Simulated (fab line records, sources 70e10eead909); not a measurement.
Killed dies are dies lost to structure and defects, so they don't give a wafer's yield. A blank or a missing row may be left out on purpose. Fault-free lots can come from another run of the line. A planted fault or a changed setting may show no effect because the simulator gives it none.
Which tool did it? -- flow nand harc -- 11 lots with 33 wafers sampled at 4 steps, on a route of 1302 steps

## WHAT THE GAUGES READ, wafer by wafer
NHARC_P_GATE_CD_MEAS_46: target cd 720 nm.
lot,measured,on,cd nm (nm)
L832,day 5 18:54,cd sem-03,720.5 719.4 719.5
L834,day 6 06:46,cd sem-03,719.1 719.2 719.9
L835,day 6 19:43,cd sem-01,720.9 717.9 722.2
L838,day 8 05:53,cd sem-02,718.1 719.2 719.0
L839,day 8 15:08,cd sem-03,719.8 718.8 719.4
L840,day 8 21:10,cd sem-03,717.2 719.9 720.9
L847,day 11 23:51,cd sem-02,719.0 716.6 717.7
L848,day 12 09:44,cd sem-03,719.2 718.9 719.9
L853,day 14 10:08,cd sem-02,719.5 719.2 720.3
L854,day 14 17:02,cd sem-01,719.0 718.5 719.9
L855,day 15 05:43,cd sem-02,722.1 718.9 720.6

## TOOL THAT RAN EACH LOT (tool first, then ch and the chambers of the sampled wafers, then the start)
lot,NHARC_P_STI_ETCH_15,NHARC_P_GATE_ETCH_104,NHARC_P_GATE_ETCH_32
L832,"rie si-03 ch 0,1,2, day 3 05:31","rie diel-11 ch 0,1, day 5 07:07","rie si-01 ch 0,1, day 5 07:29"
L834,"rie si-05 ch 0,2,3, day 3 16:47","rie diel-11 ch 0,1,3, day 5 19:07","rie si-04 ch 0,1,3, day 5 19:29"
L835,"rie si-05 ch 1,2,3, day 4 01:58","rie diel-02 ch 0,2,3, day 6 08:07","rie si-04 ch 1,2,3, day 6 08:30"
L838,"rie si-06 ch 0,1,3, day 5 11:10","rie diel-06 ch 0,1,3, day 7 18:11","rie si-02 ch 2,3, day 7 18:34"
L839,"rie si-05 ch 2,3, day 5 16:54","rie diel-02 ch 1,2, day 8 03:01","rie si-01 ch 1,2,3, day 8 03:49"
L840,"rie si-06 ch 2,3, day 6 05:24","rie diel-11 ch 2,3, day 8 09:37","rie si-01 ch 1,3, day 8 10:00"
L847,"rie si-05 ch 0,2,3, day 9 06:24","rie diel-06 ch 1,3, day 11 12:15","rie si-04 ch 0,1,2, day 11 12:40"
L848,"rie si-06 ch 0,2,3, day 9 14:55","rie diel-06 ch 1,2,3, day 11 21:57","rie si-01 ch 1,2,3, day 11 22:19"
L853,"rie si-03 ch 0,1,3, day 11 16:46","rie diel-02 ch 1,2,3, day 13 22:33","rie si-04 ch 1,2,3, day 13 22:56"
L854,"rie si-05 ch 0,1, day 12 00:55","rie diel-11 ch 0,2,3, day 14 03:23","rie si-04 ch 0,1, day 14 03:46"
L855,"rie si-06 ch 0,1,3, day 12 14:33","rie diel-06 ch 0,2,3, day 14 17:58","rie si-01 ch 0,2,3, day 14 18:25"
- NHARC_P_STI_ETCH_15: etches the open film in HBr/Cl2, target depth 300 nm, time 100.1 s.
- NHARC_P_GATE_ETCH_104: etches the open film in CF4/CHF3, target depth 60 nm.
- NHARC_P_GATE_ETCH_32: etches the open film in HBr/Cl2, target depth 150 nm, time 100.1 s.

## THE ANSWER, worked out from the rows above alone
Rule: usual is defined by the lots themselves. The widest of any qualifying gaps counts: lots, ordered by their means at a reading, are off when they make up no more than a third of the lots, leave a main group of 4 or more, and stand apart from it by 3 or more times the standard deviation of that group's means. A main group whose means are all the same, to the digits that the tables above print for the reading, isn't used. A lot without any number at a reading at which 4 lots or more have one is off too. The other lots that the step has rows for count as sound.
Across all readings shown, no lot is off: no conclusion can be drawn from this.

## WHAT THE SIMULATOR PUT IN
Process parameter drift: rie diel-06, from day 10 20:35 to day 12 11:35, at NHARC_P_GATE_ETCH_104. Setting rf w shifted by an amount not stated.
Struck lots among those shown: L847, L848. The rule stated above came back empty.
